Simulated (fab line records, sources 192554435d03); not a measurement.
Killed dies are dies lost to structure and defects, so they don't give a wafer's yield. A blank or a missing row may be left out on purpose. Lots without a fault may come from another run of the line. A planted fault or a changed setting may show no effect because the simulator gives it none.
Chamber matching | flow n5_finfet | N5_BEOL_M0_SAQP_MANDREL_ETCH_20 on rie_si-06: 4 sister chambers
The step etches a-Si in HBr/Cl2, stops on SiNx, target depth 60 nm, bt time 10 s, time 30 s. 16 wafers are shown with their chamber, then 8 later ones without.

WAFERS WITH THEIR CHAMBER
wafer  | chamber | drypump_motor_current_A (A) | throttle_valve_pct (%) | oes_product_au (a.u.)
L580.2 | 1       | 6.2                         | 35.3                   | 0.777
L580.5 | 3       | 5.5                         | 35.2                   | 0.785
L581.1 | 0       | 5.9                         | 35.2                   | 0.777
L581.6 | 3       | 5.5                         | 35.2                   | 0.793
L583.1 | 3       | 5.6                         | 35.2                   | 0.779
L583.6 | 1       | 6.2                         | 35.3                   | 0.788
L593.3 | 1       | 6.2                         | 35.4                   | 0.780
L593.4 | 2       | 5.6                         | 35.2                   | 0.779
L593.5 | 2       | 5.6                         | 35.2                   | 0.768
L598.1 | 0       | 6.0                         | 35.1                   | 0.782
L598.4 | 2       | 5.7                         | 35.2                   | 0.775
L598.6 | 3       | 5.5                         | 35.2                   | 0.786
L599.3 | 1       | 6.3                         | 35.3                   | 0.792
L599.4 | 3       | 5.5                         | 35.2                   | 0.784
L599.5 | 3       | 5.5                         | 35.2                   | 0.789
L601.1 | 1       | 6.3                         | 35.4                   | 0.768

SIGNATURES (means of the wafers above)
reading                 | chamber 0 | chamber 1 | chamber 2 | chamber 3 | scatter within a chamber
drypump_motor_current_A | 5.950     | 6.240     | 5.633     | 5.517     | 0.0516
throttle_valve_pct      | 35.150    | 35.340    | 35.200    | 35.200    | 0.0376
oes_product_au          | 0.77950   | 0.78100   | 0.77400   | 0.78600   | 0.00672
Rule: a wafer's distance from a chamber is the root of the sum, over the readings, of the square of ((its reading less the chamber's mean) divided by the reading's scatter). The wafer belongs to the nearest chamber; if the next one is less than 2 further off, it can't be placed. The scatter: the root of (the sum of the squares of (reading less its chamber's mean) over the shown wafers, divided by (wafers less chambers)).

WAFERS WITHOUT THEIR CHAMBER
wafer  | drypump_motor_current_A (A) | throttle_valve_pct (%) | oes_product_au (a.u.)
L601.2 | 5.5                         | 35.3                   | 0.771
L601.5 | 5.5                         | 35.2                   | 0.792
L602.1 | 5.5                         | 35.2                   | 0.778
L602.2 | 6.3                         | 35.3                   | 0.792
L602.6 | 6.3                         | 35.3                   | 0.790
L603.1 | 5.9                         | 35.1                   | 0.772
L603.3 | 5.6                         | 35.2                   | 0.756
L603.5 | 5.5                         | 35.2                   | 0.792

WHICH CHAMBER EACH WENT THROUGH
wafer  | from the rows above     | in truth
L601.2 | can't be placed: 3 or 2 | 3
L601.5 | 3                       | 3
L602.1 | can't be placed: 3 or 2 | 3
L602.2 | 1                       | 1
L602.6 | 1                       | 1
L603.1 | 0                       | 0
L603.3 | can't be placed: 2 or 3 | 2
L603.5 | 3                       | 3
Placed correctly: 5 of 8. Can't be placed from these rows: 3 (the true chamber is among the candidates in 3). Placed wrongly: 0.
